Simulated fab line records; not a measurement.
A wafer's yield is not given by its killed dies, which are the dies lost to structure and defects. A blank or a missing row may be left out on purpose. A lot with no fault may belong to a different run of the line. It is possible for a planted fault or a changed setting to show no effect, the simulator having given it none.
The same fault as seen by 2 desks || flow n5_finfet || each desk has only its own numbers; what lay behind them comes last

## THE TOOL OWNER'S DESK: rie_diel-05
The tool's own readings at N5_BEOL_M15_ETCH_38 (etches SiCN in CF4/N2, target depth 106.4 nm, time 120.5 s): means of the sampled wafers that have a number, for each lot that ran on this tool. If a lot's mean is further than 4 standard deviations from the usual mean, the lot is out of limits and carries the mark OUT (the distance appears in the brackets).
Columns: A = bias_w at N5_BEOL_M15_ETCH_38, usual 70.01 W; B = drypump_motor_current_A at N5_BEOL_M15_ETCH_38, usual 5.8 A; C = oes_product_au at N5_BEOL_M15_ETCH_38, usual 0.78 a.u.; D = rf_vpp_V at N5_BEOL_M15_ETCH_38, usual 381.7 V; E = showerhead_plenum_p_Torr at N5_BEOL_M15_ETCH_38, usual 2.18 Torr; F = throttle_valve_pct at N5_BEOL_M15_ETCH_38, usual 15.39 %
{"lot": "L435", "first seen here": "day 12 16:23", "A": 70.26, "B": 5.9, "C": 0.73, "D": 382.2, "E": 2.23, "F": 15.46}
{"lot": "L439", "first seen here": "day 13 20:44", "A": 70.04, "B": 6.0, "C": 0.75, "D": 382.1, "E": 2.20, "F": 15.45}
{"lot": "L442", "first seen here": "day 14 07:43", "A": 69.83, "B": 6.2, "C": 0.83, "D": 380.8, "E": 2.16, "F": 15.51}
{"lot": "L451", "first seen here": "day 16 10:53", "A": 70.22, "B": 5.7, "C": 0.76, "D": 382.9, "E": 2.22, "F": 15.29}
{"lot": "L454", "first seen here": "day 17 08:19", "A": 70.11, "B": 5.9, "C": 0.73, "D": 382.2, "E": 2.20, "F": 15.51}
This desk found nothing out of limits on any of the 5 lots.

## AT THE METROLOGY DESK
What the gauges read for every lot (on any tool): the sampled wafers with a number, averaged. If a lot's mean is further than 4 standard deviations from the usual mean, the lot is out of limits and carries the mark OUT (the distance appears in the brackets).
Columns: A = cd_nm at N5_PASSIVATION_CD_MEAS_44, usual 39999 nm
{"lot": "L433", "first seen here": "day 12 08:25", "A": 40000}
{"lot": "L436", "first seen here": "day 13 00:34", "A": 39995}
{"lot": "L435", "first seen here": "day 13 07:15", "A": 39998}
{"lot": "L439", "first seen here": "day 14 10:44", "A": 39992}
{"lot": "L442", "first seen here": "day 14 21:48", "A": 39994}
{"lot": "L444", "first seen here": "day 15 19:13", "A": 40006}
{"lot": "L448", "first seen here": "day 16 07:07", "A": 39995}
{"lot": "L450", "first seen here": "day 16 07:46", "A": 39999}
{"lot": "L451", "first seen here": "day 17 03:19", "A": 39996}
{"lot": "L452", "first seen here": "day 17 07:10", "A": 39999}
{"lot": "L454", "first seen here": "day 17 21:13", "A": 40001}
This desk found nothing out of limits on any of the 11 lots.

## ALL TOGETHER
Nothing out of limits was seen by the tool owner's desk.
From the metrology desk's view, nothing was out of limits.

## WHAT THE SIMULATOR PUT IN
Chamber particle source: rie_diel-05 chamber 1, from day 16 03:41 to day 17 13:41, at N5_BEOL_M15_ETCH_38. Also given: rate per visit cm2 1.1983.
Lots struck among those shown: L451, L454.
